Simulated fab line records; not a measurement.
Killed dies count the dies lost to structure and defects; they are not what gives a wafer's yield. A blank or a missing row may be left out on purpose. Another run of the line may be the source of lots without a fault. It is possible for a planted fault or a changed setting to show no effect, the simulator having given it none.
Split-lot trial / flow n5-finfet / 21 wafers read from 7 lots, route of 1938 steps

## ABOUT THE SPLIT
At N5_FIN_CUT_COAT_19 (time 60 s, resist thk 20 nm), the setting spin-rpm was moved away from the recipe's 1500 rpm on 6 of the 21 wafers read, by -7.1% to +2.9%. The other wafers ran this setting at the recipe's value.

## FROM THE SPLIT TO THE READING: what the file shows between them, 6 steps
- N5_FIN_CUT_EXPOSE_05: exposes mask FIN CUT (also split here: dose-mj)
- N5_FIN_CUT_PEB_06: peb time 60 s
- N5_FIN_CUT_DEVELOP_07: develop time 30 s
- N5_FIN_CUT_CD_MEAS_08: target cd 29.1 nm
- N5_FIN_CUT_DESCUM_13: chemistry O2, time 7 s
- N5_FIN_CUT_ETCH_30: etches underlayer in N2/H2, target depth 13 nm, time 10.4 s

## THE READING
etch.depth-nm (the simulator's own value, which no gauge read), in nm, at N5_FIN_CUT_ETCH_20 (etches SiARC in CF4, target depth 26 nm, time 43.3 s). The file gives no usual value for it. Across the 15 wafers here that went through the recipe, the average is 19.98 nm and the standard deviation 0.044 nm.

wafer=L077.1; tool, chamber at the split=litho-track-04, 0; spin-rpm as run, rpm=1500; against the recipe=recipe; etch.depth-nm, nm=20.05; against lot-mates on the recipe=-
wafer=L077.5; tool, chamber at the split=litho-track-04, 0; spin-rpm as run, rpm=1500; against the recipe=recipe; etch.depth-nm, nm=20.01; against lot-mates on the recipe=-
wafer=L077.6; tool, chamber at the split=litho-track-04, 0; spin-rpm as run, rpm=1406; against the recipe=-6.3%; etch.depth-nm, nm=20.69; against lot-mates on the recipe=+0.66
wafer=L084.2; tool, chamber at the split=litho-track-05, 0; spin-rpm as run, rpm=1393; against the recipe=-7.1%; etch.depth-nm, nm=20.72; against lot-mates on the recipe=+0.70
wafer=L084.5; tool, chamber at the split=litho-track-05, 0; spin-rpm as run, rpm=1500; against the recipe=recipe; etch.depth-nm, nm=20; against lot-mates on the recipe=-
wafer=L084.6; tool, chamber at the split=litho-track-05, 0; spin-rpm as run, rpm=1500; against the recipe=recipe; etch.depth-nm, nm=20.05; against lot-mates on the recipe=-
wafer=L086.2; tool, chamber at the split=litho-track-05, 0; spin-rpm as run, rpm=1500; against the recipe=recipe; etch.depth-nm, nm=19.97; against lot-mates on the recipe=-
wafer=L086.5; tool, chamber at the split=litho-track-05, 0; spin-rpm as run, rpm=1500; against the recipe=recipe; etch.depth-nm, nm=19.91; against lot-mates on the recipe=-
wafer=L086.6; tool, chamber at the split=litho-track-05, 0; spin-rpm as run, rpm=1500; against the recipe=recipe; etch.depth-nm, nm=19.94; against lot-mates on the recipe=-
wafer=L087.1; tool, chamber at the split=litho-track-04, 0; spin-rpm as run, rpm=1500; against the recipe=recipe; etch.depth-nm, nm=19.97; against lot-mates on the recipe=-
wafer=L087.3; tool, chamber at the split=litho-track-04, 0; spin-rpm as run, rpm=1500; against the recipe=recipe; etch.depth-nm, nm=19.98; against lot-mates on the recipe=-
wafer=L087.4; tool, chamber at the split=litho-track-04, 0; spin-rpm as run, rpm=1500; against the recipe=recipe; etch.depth-nm, nm=19.96; against lot-mates on the recipe=-
wafer=L090.1; tool, chamber at the split=litho-track-04, 0; spin-rpm as run, rpm=1500; against the recipe=recipe; etch.depth-nm, nm=19.96; against lot-mates on the recipe=-
wafer=L090.3; tool, chamber at the split=litho-track-04, 0; spin-rpm as run, rpm=1500; against the recipe=recipe; etch.depth-nm, nm=19.93; against lot-mates on the recipe=-
wafer=L090.4; tool, chamber at the split=litho-track-04, 0; spin-rpm as run, rpm=1500; against the recipe=recipe; etch.depth-nm, nm=19.92; against lot-mates on the recipe=-
wafer=L094.2; tool, chamber at the split=litho-track-05, 0; spin-rpm as run, rpm=1500; against the recipe=recipe; etch.depth-nm, nm=20.04; against lot-mates on the recipe=-
wafer=L094.4; tool, chamber at the split=litho-track-05, 0; spin-rpm as run, rpm=1406; against the recipe=-6.3%; etch.depth-nm, nm=20.72; against lot-mates on the recipe=+0.68
wafer=L094.5; tool, chamber at the split=litho-track-05, 0; spin-rpm as run, rpm=1406; against the recipe=-6.3%; etch.depth-nm, nm=20.75; against lot-mates on the recipe=+0.71
wafer=L096.2; tool, chamber at the split=litho-track-04, 0; spin-rpm as run, rpm=1543; against the recipe=+2.9%; etch.depth-nm, nm=19.74; against lot-mates on the recipe=-0.27
wafer=L096.5; tool, chamber at the split=litho-track-04, 0; spin-rpm as run, rpm=1500; against the recipe=recipe; etch.depth-nm, nm=20.01; against lot-mates on the recipe=-
wafer=L096.6; tool, chamber at the split=litho-track-04, 0; spin-rpm as run, rpm=1543; against the recipe=+2.9%; etch.depth-nm, nm=19.73; against lot-mates on the recipe=-0.28

THE FIT
A straight line over all 21 wafers: etch.depth-nm changes by -0.11 nm for each +1% of spin-rpm; r = -0.99; the points scatter about the line by 0.05 nm.
The same after taking each lot's own level away (the mean of its wafers on the recipe; 21 wafers): -0.104 nm for each +1%; r = -1.00; scatter 0.025 nm.
The reading moves by 0.74 nm for the largest change in spin-rpm, on that fit.
From 19.937 to 20.040 nm: that is the span of the lots' own levels, equal to 2.3 times the standard deviation above.
The two slopes agree, so the slope changes little with the lot-to-lot level.
Check: +0.768 nm against its lot-mates is what the line predicts for one of the wafers moved furthest among these (-7.1%) when that wafer is left out of the fit. Against them it came out at +0.695 nm.

## FURTHER SPLITS ON THESE WAFERS
These wafers also went through other splits before the reading. Each is held against what the fit with the lots' levels taken away leaves over:
other split on the same wafers=N5_WELL_APT_COAT_02 spin-rpm; wafers away from the commonest value=6; r with etch.depth-nm (lot level and that fit taken away)=-0.03
other split on the same wafers=N5_WELL_APT_EXPOSE_05 dose-mj; wafers away from the commonest value=8; r with etch.depth-nm (lot level and that fit taken away)=-0.09
other split on the same wafers=N5_WELL_APT_EXPOSE_22 dose-mj; wafers away from the commonest value=6; r with etch.depth-nm (lot level and that fit taken away)=-0.29
other split on the same wafers=N5_WELL_APT_DESCUM_30 time-s; wafers away from the commonest value=8; r with etch.depth-nm (lot level and that fit taken away)=+0.08
other split on the same wafers=N5_FIN_SAQP_SPACER1_ALD_24 ald-cycles; wafers away from the commonest value=7; r with etch.depth-nm (lot level and that fit taken away)=+0.37
other split on the same wafers=N5_FIN_SAQP_ETCH_65 time-s; wafers away from the commonest value=3; r with etch.depth-nm (lot level and that fit taken away)=+0.13
other split on the same wafers=N5_FIN_CUT_EXPOSE_05 dose-mj; wafers away from the commonest value=7; r with etch.depth-nm (lot level and that fit taken away)=+0.17

## THE WHOLE CHAIN: every reading that the file lists as answering this split, in the file's order
step=N5_FIN_CUT_COAT_19; what it does=time 60 s, resist thk 20 nm; reading=SiARC_of_FIN_CUT_COAT_19.thk-nm (the simulator's own value, which no gauge read); change (the file's fit)=-0.109 nm for each +1% of the setting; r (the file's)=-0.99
step=N5_FIN_CUT_ETCH_20; what it does=etches SiARC in CF4, target depth 26 nm, time 43.3 s; reading=etch.depth-nm (the simulator's own value, which no gauge read); change (the file's fit)=-0.103 nm for each +1% of the setting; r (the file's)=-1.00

## THE FILE'S OWN FIT
etch.depth-nm changes by -0.103 nm for each +1% of spin-rpm, r = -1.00.
